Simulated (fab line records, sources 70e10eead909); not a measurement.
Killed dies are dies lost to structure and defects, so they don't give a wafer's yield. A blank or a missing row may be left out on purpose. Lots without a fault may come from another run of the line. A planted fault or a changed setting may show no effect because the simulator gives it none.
A struck lot beside a sound one | flow nand_harc | 15 steps out of a route of 1159
Sound: wafers L200.1, L200.3, L200.4. Struck: wafer L211.4. (L211.3, L211.5 of the same lot were not struck and are left out.) The cause comes at the end.
At each step with rows: each side's tool, then ch and its chambers, then its first start. Under that, the readings that differ: sound wafers | struck wafers | difference of the means | sigmas: that difference in standard deviations of wafers without a fault.
alike: readings whose means differ by less than 2 such deviations, and words and numbers that are the same on both sides. not compared: withheld readings, readings that some wafer has no value for, bounds like >300 that may hide the same value, and numbers for which the record gives no deviation and whose values overlap.
The two part at a step that has a row with sigmas, a row that says differs or no value, or rows on one side only. Numbers that don't overlap but have no deviation are shown without sigmas and don't part them. A reading that every wafer of one side lacks parts them only if that side has two wafers or more.

first, 8 steps without rows for these wafers: NHARC_P_M2_HMDS_02 (time 30 s); NHARC_P_M2_COAT_34 (time 65 s); NHARC_P_M2_COAT_03 (resist thk 90 nm); NHARC_P_M2_SOFTBAKE_04 (time 55 s); NHARC_P_M2_EBR_05; NHARC_P_M2_EXPOSE_06 (exposes mask P M2, target cd 170 nm); NHARC_P_M2_PEB_07 (peb time 65 s); NHARC_P_M2_DEVELOP_08 (develop time 35 s).
NHARC_P_M2_CD_MEAS_09: target cd 170 nm.
  sound on cd_sem-02 ch 0, day 6 15:32; struck on cd_sem-02 ch 0, day 9 15:19
  alike: cd_nm
NHARC_P_M2_OVL_MEAS_10: pitch 340 nm.
  sound on overlay-01, day 6 15:37; struck on overlay-02, day 9 15:24
  alike: overlay_x_nm, overlay_y_nm
NHARC_P_M2_INSPECT_11:
  sound on defect_inspect-01, day 6 15:40; struck on defect_inspect-01, day 9 15:26
  alike: raw_defect_count
NHARC_P_M2_DESCUM_14: chemistry O2, time 3 s.
  sound on rie_diel-07 ch 0,1,3, day 6 15:43; struck on rie_diel-07 ch 0, day 9 15:31
  reading                | sound | struck | difference | sigmas
  rf_hours_counter_h (h) | 2 2 2 | 5      | +3         |
  alike: drypump_motor_current_A, oes_product_au, rf_vpp_V, showerhead_plenum_p_Torr, throttle_valve_pct
NHARC_P_M2_ETCH_35: etches the open film in N2/H2, target depth 40 nm, overetch 12 nm, time 43.94 s.
  sound on rie_diel-07 ch 0,2,3, day 6 15:49; struck on rie_diel-07 ch 2, day 9 15:35
  reading                | sound                | struck | difference | sigmas
  rf_hours_counter_h (h) | 2 2 2                | 4      | +2         |
  run_length_s (s)       | 65.0 65.1 66.0       | 55.7   | -9.7       | -21
  throttle_valve_pct (%) | 14.177 14.167 14.155 | 14.191 | +0.025     | +3
  alike: drypump_motor_current_A, oes_product_au, rf_vpp_V, showerhead_plenum_p_Torr
NHARC_P_M2_ETCH_15: etches the open film in C4F8/Ar, target depth 182.5 nm, time 91.2 s.
  sound on rie_diel-07 ch 0,1,3; struck on rie_diel-07 ch 1
  reading                | sound | struck | difference | sigmas
  rf_hours_counter_h (h) | 2 2 3 | 5      | +3         |
  alike: oes_product_au, rf_vpp_V, run_length_s
-- the record jumps here: 13 days lie between the struck wafers' starts before and after (it left off in module P_M2 and takes up again in module END, whose first step shown is number 1159 of the route) --
NHARC_END_SORT_01:
  sound on prober-02 ch 0, day 20 02:26; struck on prober-01 ch 0, day 22 05:24
  alike: defect_limited_yield, killed_at_array, killed_at_other, killed_at_periphery, killed_dies, killed_open, killed_short, sort_bin_2_pct, sort_bin_3_pct, sort_bin_4_pct, sort_n_pass, sort_rim_yield_pct, sort_yield_pct

WHERE THEY PART
Only at NHARC_P_M2_ETCH_35, within this record. Later steps at which nothing parts them and some readings are alike: NHARC_P_M2_ETCH_15, NHARC_END_SORT_01.

WHY: what the simulator had put in
Process parameter drift: rie_diel-07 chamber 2, from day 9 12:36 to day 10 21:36, at NHARC_P_M2_ETCH_35. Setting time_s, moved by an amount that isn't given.
